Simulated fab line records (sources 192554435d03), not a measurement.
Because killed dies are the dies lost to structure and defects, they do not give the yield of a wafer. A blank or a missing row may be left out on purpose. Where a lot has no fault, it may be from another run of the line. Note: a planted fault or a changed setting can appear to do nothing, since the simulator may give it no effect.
Matching of chambers / flow n5Finfet / N5_BEOL_M10_CURE_71 on uvCure-02: 3 sister chambers
The step cures SiCOH lowk, time 240 s. 5 wafers are shown with their chamber, then 8 later ones without.

## WAFERS PAIRED WITH THEIR CHAMBERS
wafer=L080.2; chamber=1; wafer_temp_C_max=386.7; lampPowerPct (%)=52.35
wafer=L080.6; chamber=1; wafer_temp_C_max=385.8; lampPowerPct (%)=52.31
wafer=L088.2; chamber=2; wafer_temp_C_max=386.6; lampPowerPct (%)=52.31
wafer=L088.5; chamber=2; wafer_temp_C_max=387.2; lampPowerPct (%)=52.26
wafer=L089.1; chamber=0; wafer_temp_C_max=386.4; lampPowerPct (%)=52.35

## WAFERS WITHOUT THEIR CHAMBER
wafer=L089.2; wafer_temp_C_max=386.0; lampPowerPct (%)=52.26
wafer=L089.5; wafer_temp_C_max=386.3; lampPowerPct (%)=52.37
wafer=L092.1; wafer_temp_C_max=387.3; lampPowerPct (%)=52.26
wafer=L092.3; wafer_temp_C_max=387.3; lampPowerPct (%)=52.38
wafer=L092.5; wafer_temp_C_max=386.9; lampPowerPct (%)=52.25
wafer=L096.1; wafer_temp_C_max=385.9; lampPowerPct (%)=52.30
wafer=L096.2; wafer_temp_C_max=386.0; lampPowerPct (%)=52.31
wafer=L096.3; wafer_temp_C_max=386.2; lampPowerPct (%)=52.35

## WHICH CHAMBER EACH WENT THROUGH
wafer=L089.2; from the rows above=can't be placed: 2 or 1 or 0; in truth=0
wafer=L089.5; from the rows above=can't be placed: 0 or 1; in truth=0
wafer=L092.1; from the rows above=can't be placed: 2 or 1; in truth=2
wafer=L092.3; from the rows above=can't be placed: 0 or 1 or 2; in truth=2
wafer=L092.5; from the rows above=can't be placed: 2 or 1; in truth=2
wafer=L096.1; from the rows above=can't be placed: 1 or 0 or 2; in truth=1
wafer=L096.2; from the rows above=can't be placed: 1 or 0 or 2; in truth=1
wafer=L096.3; from the rows above=can't be placed: 0 or 1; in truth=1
0 of 8 placed correctly. Cannot be placed on the basis of these rows: 8; the candidates contain the true chamber in 8. Number placed wrongly: 0.
How it was worked out, from the rows above alone: a wafer's distance from a chamber is the root of the sum, over the readings, of the square of ((its reading less the chamber's mean) divided by the reading's scatter). The wafer belongs to the nearest chamber; if the next one is less than 2 further off, it can't be placed. A chamber's mean is the mean of its shown wafers. The scatter is the square root of a quotient: the sum, over the shown wafers, of each reading's squared deviation from its chamber's mean, divided by wafers minus chambers.
